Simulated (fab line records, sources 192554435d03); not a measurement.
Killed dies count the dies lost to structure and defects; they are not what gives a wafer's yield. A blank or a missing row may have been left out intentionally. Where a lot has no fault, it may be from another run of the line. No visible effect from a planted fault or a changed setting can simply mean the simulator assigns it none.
fab line records | flow n5Finfet
[record] lots = 9 wafers = 27 lastDay = 17
route steps=1938 shown BEOL_M4@1056 PASSIVATION@1936
lots untouched by any fault: they come from a run of this same line in which no faults occurred
startH: hours from the record's first day to the start of the lot's first wafer shown | waitH: how many hours have passed since the lot's step before this one | " identical to the entry in the row above | L1.1+2: a single row standing in for several wafers | - no value present, or no start provided | * or withheld: withheld | < > ~ a bound
route shown NAME@n: names a module that has steps shown in the file, with the first one's number in the route | usual: mean/standard deviation of fault-free wafers | same: alike in all rows | chamber/n: place in a boat | sites: the reading at each site | _std_site: their standard deviation | _edge_site: outer sites' mean less inner sites' | radiusMm: for every site, how far away it sits from the centre of the wafer | mask NAME#n: copy n | behind: tool/chamber where the wafer was last shaped | hold: why the lot was held/for how many hours/how that ended | device: the transistor (n, p or np) that didn't switch | end of line: tests of these same wafers at the route's end | step lacking rows: just its recipe | killed: dies that structure and defects cost at the first sort, which is not the same as the wafer's yield | map: dies across one wafer; x = killed, . = not, _ = none there
set.NAME: the run value of the setting; set.NAME@STEP: its run value at that earlier step | model.NAME: the simulator's own value behind a step, which no gauge read
route steps across a sampled set of lots; one table per step, one row per wafer
services: a tool's chamber out of use, with start hour (startH, from the record's first day; less than 0 if before it), hours out, and reason
[[steps]]
[step N5_BEOL_M4_CD_MEAS_28]
[recipe] targetCdNm = 26.2 landingEnergyEv = 500 detector = seInlens targetCdYNm = 24.1 polarity = opening
[usual] cdNm = 26.20/0.2
// columns lot.wafer tool chamber startH waitH cdNm
L633.1 cdSem-01 0 156.13 - 26.08
L633.5 " 0 " " 26.10
L633.6 " 0 " " 26.31
L635.4 cdSem-02 0 173.75 - 26.67
L635.5 " 0 " " 26.13
L635.6 " 0 " " 26.13
L637.1 cdSem-02 0 180.90 - 26.36
L637.4 " 0 " " 26.19
L637.6 " 0 " " 26.34
L638.4 cdSem-01 0 187.65 - 26.21
L638.5 " 0 " " 26.16
L638.6 " 0 " " 26.27
L641.2 cdSem-03 0 202.40 - 26.02
L641.3 " 0 " " 25.95
L641.6 " 0 " " 25.80
L649.1 cdSem-03 0 261.76 - 26.40
L649.2 " 0 " " 26.38
L649.5 " 0 " " 26.30
L652.1 cdSem-01 0 268.22 - 26.21
L652.4 " 0 " " 26.23
L652.6 " 0 " " 26.36
L653.1 cdSem-03 0 276.79 - 26.10
L653.2 " 0 " " 26.30
L653.3 " 0 " " 26.09
L655.1 cdSem-02 0 295.49 - 26.35
L655.3 " 0 " " 26.41
L655.5 " 0 " " 26.23
[step N5_BEOL_M4_OVL_MEAS_29]
[recipe] pointsPerWafer = 522
[usual] V3_OVL = -0.3/0.58
// columns lot.wafer tool chamber startH waitH V3_OVL[nm]
L633.1 overlay-01 0 156.16 0.0 -0.6
L633.5 " 0 " " 0.2
L633.6 " 0 " " -0.2
L635.4 overlay-01 0 173.80 0.0 -2.0
L635.5 " 0 " " -0.7
L635.6 " 0 " " -1.4
L637.1 overlay-02 0 180.93 0.0 0.1
L637.4 " 0 " " 0.2
L637.6 " 0 " " -0.1
L638.4 overlay-01 0 187.69 0.0 -1.1
L638.5 " 0 " " -1.0
L638.6 " 0 " " -2.1
L641.2 overlay-02 0 202.44 0.0 -0.4
L641.3 " 0 " " -0.1
L641.6 " 0 " " -0.7
L649.1 overlay-01 0 261.79 0.0 -0.5
L649.2 " 0 " " 0.4
L649.5 " 0 " " -0.3
L652.1 overlay-02 0 268.25 0.0 -0.4
L652.4 " 0 " " -0.7
L652.6 " 0 " " -1.1
L653.1 overlay-01 0 276.82 0.0 0.6
L653.2 " 0 " " -0.5
L653.3 " 0 " " 1.1
L655.1 overlay-01 0 295.52 0.0 -0.2
L655.3 " 0 " " -0.7
L655.5 " 0 " " -0.1
[step N5_BEOL_M4_VIA_ETCH_34]
[recipe] chemistry = C4F6/O2 targetDepthA = 694 maskMaterial = SOC pressureMtorr = 15 ionEnergyEv = 250 taperDeg = 4 timeS = 65.9 sourceW = 350 biasW = 170 Ar_flow_sccm = 300 C4F6_flow_sccm = 10 O2_flow_sccm = 10
[usual] drypumpMotorCurrentA = 5.5/0.42 mfcArSccm = 300.0/0.86 oesProductAu = 0.81/0.084 rfFwdPowerW = 346.7/1.2 rfVppV = 667/8.2 showerheadPlenumPTorr = 2.85/0.081 throttleValvePct = 30.88/0.27
// columns lot.wafer tool chamber startH waitH drypumpMotorCurrentA mfcArSccm oesProductAu rfFwdPowerW rfHoursCounterH rfVppV showerheadPlenumPTorr throttleValvePct
L633.1 rieDiel-01 1 158.69 0.0 6.1 299.1 0.78 346.6 109 659 2.75 30.97
L633.5 " 3 " " 6.2 299.4 0.83 347.3 - 672 2.98 31.12
L633.6 " 2 " " 5.6 299.4 0.93 346.2 - 680 3.01 30.27
L635.4 rieDiel-04 2 174.57 0.0 5.7 299.1 0.93 343.7 17 660 2.89 31.00
L635.5 " 2 " " 5.6 298.9 0.93 344.3 - 661 2.89 31.00
L635.6 " 3 " " 5.4 298.5 0.82 345.2 - 660 2.87 30.90
L637.1 rieDiel-02 2 184.68 0.0 5.0 299.4 0.71 346.1 182 654 2.72 31.22
L637.4 " 2 " " 5.0 299.8 0.72 346.2 - 656 2.72 31.23
L637.6 " 1 " " 5.4 302.1 0.91 347.0 - 672 2.79 30.49
L638.4 rieDiel-02 0 190.82 0.0 5.6 299.6 0.75 347.7 179 658 2.83 31.08
L638.5 " 3 " " 4.9 298.5 0.73 345.0 - 676 2.84 30.81
L638.6 " 2 " " 5.0 299.6 0.72 348.0 - 656 2.72 31.21
L641.2 rieDiel-01 1 209.06 0.0 6.0 300.1 0.76 347.5 127 657 2.74 31.00
L641.3 " 2 " " 5.6 298.3 0.89 345.9 38 680 3.00 30.29
L641.6 " 2 " " 5.6 299.8 0.89 346.4 - 681 3.00 30.31
L649.1 rieDiel-02 2 262.60 0.0 5.0 299.9 0.70 347.8 207 656 2.71 31.26
L649.2 " 3 " " 4.9 299.7 0.73 344.8 189 674 2.83 30.84
L649.5 " 0 " " 5.6 300.4 0.72 348.8 - 658 2.82 31.10
L652.1 rieDiel-01 1 269.25 0.0 6.1 298.7 0.75 347.2 151 659 2.73 31.03
L652.4 " 0 " " 5.9 300.8 0.85 263.6 44 764 2.89 30.56
L652.6 " 3 " " 6.2 301.1 0.78 348.9 - 674 2.96 31.17
L653.1 rieDiel-04 3 283.02 0.0 5.4 298.5 0.77 345.8 127 658 2.85 30.94
L653.2 " 0 " " 5.5 299.1 0.85 348.7 74 676 2.88 30.97
L653.3 " 2 " " 5.6 299.9 0.85 347.7 58 661 2.87 31.03
L655.1 rieDiel-02 3 299.00 0.0 4.9 299.1 0.71 346.8 201 673 2.83 30.85
L655.3 " 0 " " 5.6 300.6 0.72 345.9 215 657 2.82 31.11
L655.5 " 3 " " 4.9 299.2 0.71 346.3 - 674 2.83 30.85
[step N5_BEOL_M4_TRENCH_ETCH_37]
[recipe] chemistry = C4F6/O2 targetDepthA = 555.55 target = SiOC timeS = 29.2 ionEnergyEv = 250 pressureMtorr = 30 sourceW = 355 biasW = 185 Ar_flow_sccm = 300 C4F6_flow_sccm = 10 O2_flow_sccm = 10
[usual] drypumpMotorCurrentA = 5.5/0.42 mfcArSccm = 300.0/0.83 oesProductAu = 0.81/0.084 rfFwdPowerW = 349.6/1.5 rfVppV = 667/8.2 showerheadPlenumPTorr = 2.85/0.081 throttleValvePct = 20.97/0.26
// columns lot.wafer tool chamber startH waitH drypumpMotorCurrentA mfcArSccm oesProductAu rfFwdPowerW rfHoursCounterH rfVppV showerheadPlenumPTorr throttleValvePct
L633.1 rieDiel-01 1 - - 6.1 299.7 0.77 350.9 109 660 2.75 21.10
L633.5 " 3 " " 6.2 300.5 0.82 347.1 - 674 2.98 21.21
L633.6 " 2 " " 5.6 300.2 0.93 351.4 - 682 3.01 20.37
L635.4 rieDiel-04 2 - - 5.7 299.0 0.92 348.2 17 661 2.89 21.01
L635.5 " 2 " " 5.7 297.6 0.92 348.9 - 662 2.89 21.03
L635.6 " 3 " " 5.4 300.9 0.81 348.7 - 658 2.88 20.95
L637.1 rieDiel-02 2 - - 5.0 298.8 0.71 350.0 182 656 2.73 21.23
L637.4 " 2 " " 5.0 298.0 0.72 349.7 - 658 2.73 21.24
L637.6 " 1 " " 5.4 300.0 0.91 349.4 - 674 2.79 20.63
L638.4 rieDiel-02 0 - - 5.6 300.6 0.75 350.3 179 658 2.84 21.19
L638.5 " 3 " " 4.9 300.5 0.74 349.5 - 677 2.85 20.90
L638.6 " 2 " " 5.0 299.9 0.71 348.6 - 656 2.73 21.25
L641.2 rieDiel-01 1 - - 6.1 301.3 0.77 351.9 127 660 2.74 21.14
L641.3 " 2 " " 5.6 299.4 0.90 349.7 38 681 3.00 20.38
L641.6 " 2 " " 5.6 298.9 0.90 349.4 - 681 3.00 20.39
L649.1 rieDiel-02 2 - - 5.0 300.0 0.70 351.6 207 655 2.72 21.28
L649.2 " 3 " " 4.9 300.0 0.72 349.1 189 675 2.84 20.94
L649.5 " 0 " " 5.6 300.5 0.73 350.4 - 658 2.83 21.22
L652.1 rieDiel-01 1 - - 6.1 299.2 0.74 349.8 151 657 2.73 21.17
L652.4 " 0 " " 5.9 300.1 0.91 348.4 44 667 2.90 20.72
L652.6 " 3 " " 6.2 300.3 0.78 350.5 - 672 2.96 21.29
L653.1 rieDiel-04 3 - - 5.4 300.6 0.78 349.7 127 658 2.86 21.02
L653.2 " 0 " " 5.5 300.4 0.85 351.3 74 677 2.88 21.05
L653.3 " 2 " " 5.6 301.5 0.86 346.9 59 661 2.87 21.08
L655.1 rieDiel-02 3 - - 5.0 299.7 0.71 348.5 201 674 2.83 20.97
L655.3 " 0 " " 5.6 299.9 0.72 352.2 215 659 2.82 21.25
L655.5 " 3 " " 4.9 300.1 0.72 349.2 - 675 2.83 20.97
[step N5_BEOL_M4_RC_MEAS_101]
[usual] DIBL_N = 36.4/1.5 DIBL_P = 36.4/1.6 IOFF_N = 0.164/0.025 IOFF_P = 0.214/0.028 ION_N = 675/9.9 ION_P = 463/6.5 SS_N = 71.5/0.5 SS_P = 73.3/0.56 VT_N = 249.2/2.7 VT_P = -250.1/2.8
// columns lot.wafer tool chamber startH waitH DIBL_N[mV/V] DIBL_P[mV/V] IOFF_N[nA/um] IOFF_P[nA/um] ION_N[uA/um] ION_P[uA/um] SS_N[mV/dec] SS_P[mV/dec] VT_N[mV] VT_P[mV]
L633.1 prober-02 0 164.19 0.0 36.5 35.4 0.134 0.171 664 453 71.2 73.7 250.4 -256.0
L633.5 " 0 " " 37.0 36.7 0.155 0.186 688 458 70.7 73.7 248.1 -253.7
L633.6 " 0 " " 37.2 36.3 0.149 0.185 660 451 70.8 73.2 251.0 -256.5
L635.4 prober-02 0 180.43 0.5 35.8 37.5 0.165 0.224 677 471 71.8 73.8 249.6 -249.5
L635.5 " 0 " " 36.0 37.2 0.168 0.219 682 467 71.8 73.6 247.4 -249.8
L635.6 " 0 " " 35.8 36.9 0.166 0.208 687 467 70.9 73.2 248.3 -250.5
L637.1 prober-01 0 189.48 0.0 35.8 35.7 0.163 0.214 678 462 70.9 73.4 250.3 -252.0
L637.4 " 0 " " 35.2 34.7 0.154 0.195 676 460 71.1 73.3 250.3 -250.5
L637.6 " 0 " " 34.1 34.3 0.136 0.186 664 460 70.7 72.3 253.4 -251.6
L638.4 prober-01 0 195.83 0.5 36.7 33.8 0.152 0.187 670 459 71.3 72.3 250.7 -252.1
L638.5 " 0 " " 38.0 35.8 0.176 0.214 691 470 71.4 74.1 247.4 -250.6
L638.6 " 0 " " 37.8 35.7 0.173 0.210 678 457 72.0 73.6 246.8 -251.4
L641.2 prober-01 0 213.79 0.2 35.3 38.5 0.150 0.253 665 468 71.6 73.5 251.1 -244.9
L641.3 " 0 " " 35.9 37.9 0.158 0.246 671 469 71.8 74.0 251.9 -246.6
L641.6 " 0 " " 35.8 37.8 0.153 0.246 669 462 71.8 73.8 252.0 -245.0
L649.1 prober-02 0 269.79 0.4 36.1 35.7 0.175 0.209 686 466 71.6 72.9 244.6 -251.3
L649.2 " 0 " " 34.7 34.1 0.146 0.191 675 464 71.5 72.1 250.2 -250.9
L649.5 " 0 " " 36.1 36.0 0.174 0.210 682 459 71.4 73.4 249.9 -251.5
L652.1 prober-02 0 274.08 0.0 35.5 36.2 0.152 0.214 684 466 71.0 73.3 251.5 -250.4
L652.4 " 0 " " 33.9 34.6 0.122 0.175 674 464 70.9 73.0 252.6 -253.9
L652.6 " 0 " " 33.8 34.8 0.130 0.185 661 457 71.7 72.7 251.3 -253.2
L653.1 prober-01 0 288.38 0.0 37.0 37.4 0.161 0.218 674 463 71.5 73.1 247.9 -252.6
L653.2 " 0 " " 36.1 36.9 0.150 0.207 677 464 72.0 72.8 247.4 -249.7
L653.3 " 0 " " 36.7 37.4 0.152 0.208 669 464 71.9 73.1 248.8 -250.3
L655.1 prober-02 0 304.01 0.7 35.5 35.8 0.140 0.200 660 457 71.3 72.4 250.5 -249.5
L655.3 " 0 " " 36.0 36.8 0.158 0.221 670 465 72.0 73.2 249.4 -250.0
L655.5 " 0 " " 36.3 36.5 0.155 0.216 665 464 71.7 72.3 251.5 -250.7
[step N5_PASSIVATION_PROBE_49]
[usual] defectLimitedYield = 91.1/1.4 killed_at_M0_to_M3 = 35/8.7 killed_at_M4_up = 14/5.3 killedAtContacts = 12/6.2 killedAtFrontEnd = 41/12 killedAtOther = 3.4/2.6 killedDies = 105/16 killedOpen = 67/13 killedShort = 36/7.3 sort_bin_5_function = 5.2/0.96 sort_bin_6_memory = 3.3/0.6 sortNPass = 1075/16 sortYieldPct = 91.1/1.4
[same] grossDies = 1180 killedAtBackSide = 0 sort_bin_4_leakage[%] = 0 sort_bin_8_speed[%] = 0
// columns lot.wafer tool chamber startH waitH defectLimitedYield[%] killed_at_M0_to_M3 killed_at_M4_up killedAtContacts killedAtFrontEnd killedAtOther killedDies killedOpen killedShort sort_bin_5_function[%] sort_bin_6_memory[%] sortNPass sortYieldPct[%]
L652.1 prober-02 - 386.08 0.0 91.5 34 7 9 46 4 100 57 42 4.6 3.6 1080 91.5
L652.4 prober-02 - 386.23 0.2 91.3 27 10 7 48 11 103 69 34 5.5 3.0 1077 91.3
L652.6 prober-02 - 386.33 0.3 92.0 33 5 14 36 6 94 64 29 4.7 3.0 1086 92.0
// killed by level:class
L652.1 FIN_SAQP:geometricParticle:short=11 GATE_CUT:geometricParticle:short=10 BEOL_M0_SAQP:geometricParticle:open=10 MOL_CONTACT_COAG:geometricParticle:open=8 ILD0:geometricParticle:short=6 GATE_CUT:geometricParticle:open=6 BEOL_M1:geometricParticle:open=6 BEOL_M2:geometricParticle:open=6
L652.4 STI_FIN_REVEAL:geometricParticle:open=11 BEOL_M3:geometricParticle:open=9 GATE_CUT:geometricParticle:short=8 FIN_SAQP:geometricParticle:short=7 STARTING-WAFER:geometricParticle:short=6 MOL_CONTACT_COAG:geometricParticle:open=5 BEOL_M0:geometricParticle:open=5 BEOL_M1:geometricParticle:open=5
L652.6 MOL_CONTACT_COAG:geometricParticle:open=12 BEOL_M1:geometricParticle:open=11 FIN_SAQP:geometricParticle:open=7 BEOL_M0_SAQP:geometricParticle:short=6 GATE_CUT:geometricParticle:short=5 BEOL_M0_SAQP:geometricParticle:open=5 BEOL_M2:geometricParticle:open=5 FIN_SAQP:geometricParticle:short=4
[[services]]
// columns tool chamber startH hours kind
rieDiel-02 0 180.49 4.4 repair
rieDiel-02 - 220.78 2.3 repair
rieDiel-04 1 229.53 - clean
rieDiel-04 1 229.53 - consumableReplace:focusRing
rieDiel-04 1 229.53 26.2 scheduledDown
rieDiel-04 1 229.53 26.2 ventCycle
rieDiel-01 3 270.15 5.9 repair
rieDiel-01 2 285.76 10.5 repair
[[key]]
[firstSign] step = N5_BEOL_M4_VIA_ETCH_34 reading = rfFwdPowerW direction = down sigmas = 68 usual = * struck = *
[effect] step = N5_BEOL_M4_VIA_ETCH_34 reading = rfVppV direction = up sigmas = 12 usual = 667 struck = 764
metAt N5_BEOL_M4_VIA_ETCH_34
struckLots L652
struckWafers L652.4
notActingAt N5_BEOL_M4_CD_MEAS_28,N5_BEOL_M4_OVL_MEAS_29,N5_BEOL_M4_TRENCH_ETCH_37
[fault] kind = processParameterDrift tool = rieDiel-01 chamber = 0 onsetH = 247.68 steps = N5_BEOL_M4_VIA_ETCH_34 channel = sourceW offset = -84 shape = step endH = 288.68 actsIn = theseRecipesOnly stated = 350
